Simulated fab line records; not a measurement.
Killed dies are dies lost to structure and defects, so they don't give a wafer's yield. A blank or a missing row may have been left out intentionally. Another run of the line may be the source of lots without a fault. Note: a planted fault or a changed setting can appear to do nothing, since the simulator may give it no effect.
Chamber matching	flow n5Finfet	3 sister chambers for N5_BEOL_M11_DEP_56 on pecvd-04
The step deposits SiCN from 3MS/NH3, target thk 30 nm, time 10.5 s. 14 wafers are shown with their chamber, then 7 later ones without.

WAFERS PAIRED WITH THEIR CHAMBERS
wafer	chamber	throttleValvePct (%)	showerheadVppV (V)	showerheadPlenumPTorr (Torr)
L078.1	1	19.1	1639	4.154
L078.2	0	17.9	1539	4.144
L078.3	2	16.6	1626	4.157
L079.2	1	19.1	1633	4.148
L079.3	0	17.8	1506	4.146
L079.5	2	16.3	1607	4.168
L084.1	1	19.1	1658	4.139
L084.3	0	18.0	1529	4.143
L084.5	1	19.1	1630	4.146
L085.2	0	17.6	1518	4.154
L085.4	0	17.8	1535	4.147
L085.5	1	19.3	1641	4.153
L087.2	1	19.1	1635	4.141
L087.3	0	18.1	1518	4.145

SIGNATURES (averages over the wafers above)
reading	chamber 0	chamber 1	chamber 2	scatter within a chamber
throttleValvePct	17.867	19.133	16.450	0.145
showerheadVppV	1524.17	1639.33	1616.50	11.5
showerheadPlenumPTorr	4.14650	4.14683	4.16250	0.00543
Rule: for each reading, subtract the chamber's mean from the wafer's reading, divide by that reading's scatter and square the result; add these up over the readings and take the root, which gives the wafer's distance from the chamber. The wafer belongs to the nearest chamber; if the next one is less than 2 further off, it can't be placed. The scatter is the square root of a quotient: the sum, over the shown wafers, of each reading's squared deviation from its chamber's mean, divided by wafers minus chambers.

WAFERS WITH NO CHAMBER GIVEN
wafer	throttleValvePct (%)	showerheadVppV (V)	showerheadPlenumPTorr (Torr)
L087.4	17.9	1540	4.158
L088.3	17.1	1649	4.159
L088.4	19.3	1636	4.149
L088.5	17.8	1520	4.142
L090.1	18.1	1539	4.156
L090.2	18.9	1642	4.158
L090.3	17.1	1608	4.163

EACH ONE'S CHAMBER
wafer	from the rows above	in truth
L087.4	0	0
L088.3	2	2
L088.4	1	1
L088.5	0	0
L090.1	0	0
L090.2	1	1
L090.3	2	2
7 of 7 placed correctly. Left unplaced by these rows: 0. Number placed wrongly: 0.
